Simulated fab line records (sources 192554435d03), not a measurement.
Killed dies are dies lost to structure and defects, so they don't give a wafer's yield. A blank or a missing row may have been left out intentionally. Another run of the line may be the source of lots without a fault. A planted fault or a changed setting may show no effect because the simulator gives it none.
Split-lot trial | flow n5Finfet | 21 wafers read across 7 lots, on a route 1938 steps long

## ABOUT THE SPLIT
At N5_WELL_APT_PEB_06 (peb time 90 s), the setting pebTempC was moved away from the recipe's 130 C on 8 of the 21 wafers read, by -2.2% to +2.7%. For the rest of the wafers, this setting stayed at what the recipe calls for.

## FROM THE SPLIT TO THE READING: what the file shows between them, 2 steps
- N5_WELL_APT_DEVELOP_07: develop time 45 s
- N5_WELL_APT_HARDBAKE_12: time 120 s

## THE READING
At N5_WELL_APT_CD_MEAS_08: cdNm in nanometres, against a target cd of 200 nm. Typical for fault-free wafers on this fab line: 199.3 nm, with standard deviation 2.9 nm.

wafer  | tool, chamber at the split | pebTempC as run, C | against the recipe | cdNm, nm | against lot-mates on the recipe
L074.3 | lithoTrack-02, 0           | 133.4              | +2.6%              | 214.9    | +11.5
L074.4 | lithoTrack-02, 0           | 133.4              | +2.6%              | 219.1    | +15.7
L074.6 | lithoTrack-02, 0           | 130                | recipe             | 203.4    | -
L082.3 | lithoTrack-01, 0           | 133.5              | +2.7%              | 211.2    | +16.1
L082.4 | lithoTrack-01, 0           | 130                | recipe             | 195.1    | -
L082.5 | lithoTrack-01, 0           | 133.5              | +2.7%              | 211.2    | +16.1
L084.2 | lithoTrack-02, 0           | 130                | recipe             | 199.8    | -
L084.5 | lithoTrack-02, 0           | 130                | recipe             | 202.2    | -
L084.6 | lithoTrack-02, 0           | 130                | recipe             | 199.6    | -
L087.2 | lithoTrack-04, 0           | 130                | recipe             | 201.6    | -
L087.3 | lithoTrack-04, 0           | 127.2              | -2.2%              | 182.8    | -18.0
L087.4 | lithoTrack-04, 0           | 130                | recipe             | 200.0    | -
L089.3 | lithoTrack-01, 0           | 133.2              | +2.5%              | 207.2    | +13.4
L089.4 | lithoTrack-01, 0           | 133.2              | +2.5%              | 206.7    | +12.9
L089.6 | lithoTrack-01, 0           | 130                | recipe             | 193.8    | -
L096.1 | lithoTrack-01, 0           | 130                | recipe             | 193.0    | -
L096.2 | lithoTrack-01, 0           | 128.7              | -1.0%              | 187.6    | -9.0
L096.6 | lithoTrack-01, 0           | 130                | recipe             | 200.1    | -
L097.4 | lithoTrack-02, 0           | 130                | recipe             | 202.4    | -
L097.5 | lithoTrack-02, 0           | 130                | recipe             | 204.0    | -
L097.6 | lithoTrack-02, 0           | 130                | recipe             | 199.9    | -

THE FIT
A straight line over all 21 wafers: cdNm changes by +5.49 nm for each +1% of pebTempC; r = +0.89; the points scatter about the line by 4.1 nm.
The same after taking each lot's own level away (the mean of its wafers on the recipe; 21 wafers): +6.1 nm for each +1%; r = +0.97; scatter 2.1 nm.
That fit puts the effect of the largest move of pebTempC on the reading at 16 nm.
The span of the lots' own levels, 193.80 to 203.40 nm, comes to 3.3 times the standard deviation stated above.
So the slope is not independent of the lot-to-lot level: the two fits are not the same.
Check: with one of the wafers moved furthest among these (+2.7%) left out of the fit, the line predicts +15.5 nm for it against its lot-mates. Against them it came out at +16.1 nm.

## THE OTHER SPLITS THESE WAFERS WENT THROUGH
These wafers also went through other splits before the reading. Each is held against what the fit with the lots' levels taken away leaves over:
other split on the same wafers | wafers away from the commonest value | r with cdNm (lot level and that fit taken away)
N5_WELL_APT_COAT_02 spinRpm    | 6                                    | +0.63

## THE WHOLE CHAIN: every reading that the file lists as answering this split, in the file's order
step                   | what it does             | reading                                                        | change (the file's fit)              | r (the file's)
N5_WELL_APT_CD_MEAS_08 | target cd 200 nm         | cdNm                                                           | +6.18 nm for each +1% of the setting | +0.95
N5_WELL_APT_DESCUM_13  | chemistry O2, time 7.9 s | WELL_APT.cdNm (the simulator's own value, which no gauge read) | +6.24 nm for each +1% of the setting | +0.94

## THE FILE'S OWN FIT
cdNm changes by +6.18 nm for each +1% of pebTempC, r = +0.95.
